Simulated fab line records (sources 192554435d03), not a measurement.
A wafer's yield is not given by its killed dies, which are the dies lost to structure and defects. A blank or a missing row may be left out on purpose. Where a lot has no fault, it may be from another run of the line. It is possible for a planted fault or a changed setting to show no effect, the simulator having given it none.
Comparing a struck lot with a sound one | flow n5-finfet | 15 out of 1938 route steps
Sound: wafers L861.3, L861.4, L861.6. Struck: wafer L878.1 (left out: L878.3, L878.5 of the same lot, which were not struck); the cause appears at the end.
Order at every step that has rows: each side's tool, ch and its chambers, its first start. Under that, the readings that differ: sound wafers | struck wafers | difference of the means | sigmas: that difference in standard deviations of wafers without a fault.
alike: words and numbers the same on both sides, and readings whose means are apart by under 2 such deviations; not compared: readings that were withheld, readings missing a value for some wafer, numbers with overlapping values and no deviation given by the record, and bounds like >300 which may hide the same value.
The two part at a step that has a row with sigmas, a row that says differs or no value, or rows on one side only. When numbers do not overlap yet have no deviation, they are printed without sigmas and do not part them. A reading that every wafer of one side lacks parts them only if that side has two wafers or more.

first, 8 steps without rows for these wafers: N5_BEOL_M13_COAT_58 (time 60 s, resist thk 89 nm); N5_BEOL_M13_COAT_04 (resist thk 400 nm); N5_BEOL_M13_EBR_06; N5_BEOL_M13_SOFTBAKE_05 (time 60 s); N5_BEOL_M13_EXPOSE_07 (exposes mask V12); N5_BEOL_M13_PEB_08 (peb time 90 s); N5_BEOL_M13_DEVELOP_09 (develop time 45 s); N5_BEOL_M13_HARDBAKE_14 (time 120 s).
N5_BEOL_M13_CD_MEAS_10 targets a cd of 190 nm.
  sound on cd-sem-03 ch 0, day 11 13:05; struck on cd-sem-01 ch 0, day 15 18:50
  alike: cd-nm
N5_BEOL_M13_OVL_MEAS_11:
  sound on overlay-01 ch 0, day 11 13:07; struck on overlay-02 ch 0, day 15 18:52
  alike: V12_OVL
N5_BEOL_M13_INSPECT_12: inspects for defects (macro).
  struck on defect-inspect-01, day 15 18:53; sound on defect-inspect-01, day 11 13:08
  alike: raw-defect-count
N5_BEOL_M13_DESCUM_15: chemistry O2, time 7.9 s.
  sound on rie-diel-03 ch 0,3, day 11 13:11; struck on rie-diel-03 ch 2, day 15 18:56
  alike: drypump-motor-current-A, oes-product-au, rf-fwd-power-W, rf-vpp-V, showerhead-plenum-p-Torr, throttle-valve-pct
  not compared: rf-hours-counter-h
N5_BEOL_M13_ETCH_59: etches BARC in N2/H2, target depth 89 nm, overetch 26.7 nm, time 67.9 s.
  sound on rie-diel-03 ch 0,3, day 11 13:13; struck on rie-diel-03 ch 2, day 15 18:58
  reading          | sound          | struck | difference | sigmas
  run-length-s (s) | 91.1 92.0 91.4 | 88.1   | -3.4       | -8
  alike: drypump-motor-current-A, oes-product-au, rf-vpp-V, showerhead-plenum-p-Torr, throttle-valve-pct
  not compared: rf-fwd-power-W, rf-hours-counter-h
N5_BEOL_M13_VIA_ETCH_16: etches SiOC in C4F8/O2/Ar, target depth 921.7 nm.
  sound on rie-diel-03 ch 0,3, day 11 13:16; struck on rie-diel-03 ch 2, day 15 19:01
  alike: drypump-motor-current-A, oes-product-au, rf-fwd-power-W, rf-vpp-V, showerhead-plenum-p-Torr, throttle-valve-pct
N5_PASSIVATION_PROBE_49:
  struck on prober-02, day 17 03:25; sound on prober-02, day 12 21:25
  reading            | sound    | struck | difference | sigmas
  killed_at_M0_to_M3 | 61 49 52 | 30     | -24        | -2
  alike: defect-limited-yield, killed_at_M4_up, killed-at-contacts, killed-at-front-end, killed-at-other, killed-dies, killed-open, killed-short, sort_bin_5_function, sort_bin_6_memory, sort-n-pass, sort-yield-pct

## WHERE THEY PART
Last at N5_PASSIVATION_PROBE_49 as far as this record goes, first at N5_BEOL_M13_ETCH_59.

WHY: whatever the simulator had introduced
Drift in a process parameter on rie-diel-03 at N5_BEOL_M13_ETCH_59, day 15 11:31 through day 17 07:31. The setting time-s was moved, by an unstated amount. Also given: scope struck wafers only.
